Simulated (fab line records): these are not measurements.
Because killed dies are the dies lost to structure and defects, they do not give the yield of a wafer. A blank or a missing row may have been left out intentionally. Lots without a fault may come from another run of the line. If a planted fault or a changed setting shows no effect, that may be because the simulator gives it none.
Which tool is to blame? + flow n5_finfet + 10 lots, 30 wafers sampled, at 2 steps of a route of 1938

== WHAT EACH GAUGE READ, for each wafer ==
N5_BEOL_M4_RC_MEAS_101.
| lot  | measured     | on        | DIBL_N (mV/V)  | DIBL_P (mV/V)  | IOFF_N (nA/um)    | IOFF_P (nA/um) | ION_N (uA/um) | ION_P (uA/um) | SS_N (mV/dec)  | SS_P (mV/dec)  | VT_N (mV)   | VT_P (mV)      |
|------|--------------|-----------|----------------|----------------|-------------------|----------------|---------------|---------------|----------------|----------------|-------------|----------------|
| L948 | day 9 16:02  | prober-02 | 36.1 36.3 36.6 | 35.1 35.6 35.9 | 0.155 0.168 0.159 | 0.20 0.22 0.22 | 669 681 673   | 462 465 461   | 71.7 70.9 71.8 | 73.6 73.2 74.5 | 252 248 251 | -251 -247 -250 |
| L950 | day 10 11:10 | prober-02 | 32.3 34.6 34.7 | 32.4 35.4 35.3 | 0.112 0.156 0.142 | 0.19 0.23 0.22 | 658 682 660   | 462 467 459   | 70.2 71.0 71.6 | 72.7 73.5 73.2 | 254 250 252 | -249 -247 -247 |
| L951 | day 10 20:08 | prober-01 | 39.2 32.8 35.6 | 38.8 30.8 34.7 | 0.220 0.107 0.146 | 0.28 0.16 0.21 | 699 658 670   | 477 465 463   | 72.1 70.5 71.4 | 74.7 72.3 73.2 | 243 254 252 | -247 -252 -252 |
| L952 | day 10 22:46 | prober-02 | 35.4 33.6 35.8 | 35.3 34.6 36.7 | 0.164 0.139 0.188 | 0.23 0.23 0.27 | 678 672 695   | 467 474 480   | 71.0 70.8 71.8 | 72.4 72.7 73.8 | 247 248 246 | -245 -247 -245 |
| L954 | day 11 05:07 | prober-01 | 35.5 37.3 37.1 | 34.7 36.9 37.1 | 0.141 0.182 0.174 | 0.20 0.23 0.24 | 656 684 688   | 460 472 467   | 70.8 71.4 71.6 | 73.3 72.7 73.9 | 254 249 249 | -251 -248 -248 |
| L958 | day 12 11:52 | prober-01 | 34.1 33.2 32.0 | 35.3 33.7 32.7 | 0.130 0.116 0.098 | 0.16 0.15 0.13 | 660 672 652   | 447 451 450   | 71.4 71.2 70.7 | 72.9 72.9 72.6 | 252 251 257 | -257 -256 -257 |
| L959 | day 13 01:37 | prober-02 | 34.4 35.9 34.5 | 34.3 36.0 33.9 | 0.118 0.145 0.125 | 0.18 0.21 0.18 | 667 662 662   | 462 456 463   | 70.8 71.1 71.1 | 72.6 73.1 72.5 | 256 250 252 | -251 -251 -252 |
| L961 | day 13 08:37 | prober-02 | 34.3 34.2 34.4 | 34.3 33.8 34.6 | 0.137 0.136 0.143 | 0.20 0.19 0.21 | 671 672 675   | 463 468 472   | 71.6 70.3 70.9 | 73.4 72.6 73.2 | 252 250 249 | -247 -249 -245 |
| L960 | day 13 12:47 | prober-01 | 38.1 37.2 38.8 | 38.5 36.4 38.3 | 0.208 0.179 0.202 | 0.24 0.20 0.25 | 692 673 686   | 468 455 466   | 71.7 71.9 72.1 | 73.9 73.5 74.6 | 247 249 246 | -249 -254 -250 |
| L963 | day 14 00:35 | prober-02 | 36.8 36.1 36.3 | 37.8 37.0 36.7 | 0.184 0.167 0.166 | 0.23 0.21 0.21 | 694 684 680   | 471 464 459   | 71.0 71.1 71.8 | 73.2 72.9 73.4 | 246 248 247 | -249 -251 -253 |

N5_BEOL_M10_OCD_MEAS_38.
| lot  | measured     | on     | trench_depth_nm (nm) |
|------|--------------|--------|----------------------|
| L948 | day 12 00:41 | ocd-02 | 145.9 150.7 150.7    |
| L950 | day 12 17:19 | ocd-02 | 152.6 150.1 149.1    |
| L951 | day 13 05:23 | ocd-01 | 150.1 147.2 148.9    |
| L952 | day 13 03:56 | ocd-02 | 145.7 147.4 146.8    |
| L954 | day 13 11:19 | ocd-02 | 148.7 150.8 148.3    |
| L958 | day 14 16:49 | ocd-02 | 146.1 144.8 143.9    |
| L959 | day 15 07:56 | ocd-02 | 155.4 153.8 154.2    |
| L961 | day 15 19:03 | ocd-02 | 150.6 150.1 146.0    |
| L960 | day 15 19:06 | ocd-01 | 151.6 150.8 153.4    |
| L963 | day 16 13:47 | ocd-02 | 151.3 153.7 152.6    |

== WHAT TOOL EACH LOT RAN ON (gives the tool, then ch and the chambers of the sampled wafers, and finally the start) ==
Before these readings, the record contains no process step.

== AS READ BY THE TOOLS THEMSELVES (means over the sampled wafers that have a number; for cases with no such wafer, the mark the record gives instead) ==
The record holds no such reading with a usual standard deviation.

== THE ANSWER, worked out from the rows above alone ==
Rule: the lots themselves supply what counts as usual. The widest of any qualifying gaps counts: lots, ordered by their means at a reading, are off when they make up no more than a third of the lots, leave a main group of 4 or more, and stand apart from it by 3 or more times the standard deviation of that group's means. A main group whose means are all the same, to the digits that the tables above print for the reading, isn't used. A lot without any number at a reading at which 4 lots or more have one is off too. Any other lot the step has rows for is counted as sound. The gauges are gone through in route order, then the tools' own readings, and for those a lot's mean is taken as printed above. At the first step where some lot is off, the reading lying furthest off is the one used; lots without a number count as furthest.
Across all readings shown, no lot is off: no conclusion can be drawn from this.

== WHAT THE SIMULATOR HAD INSERTED ==
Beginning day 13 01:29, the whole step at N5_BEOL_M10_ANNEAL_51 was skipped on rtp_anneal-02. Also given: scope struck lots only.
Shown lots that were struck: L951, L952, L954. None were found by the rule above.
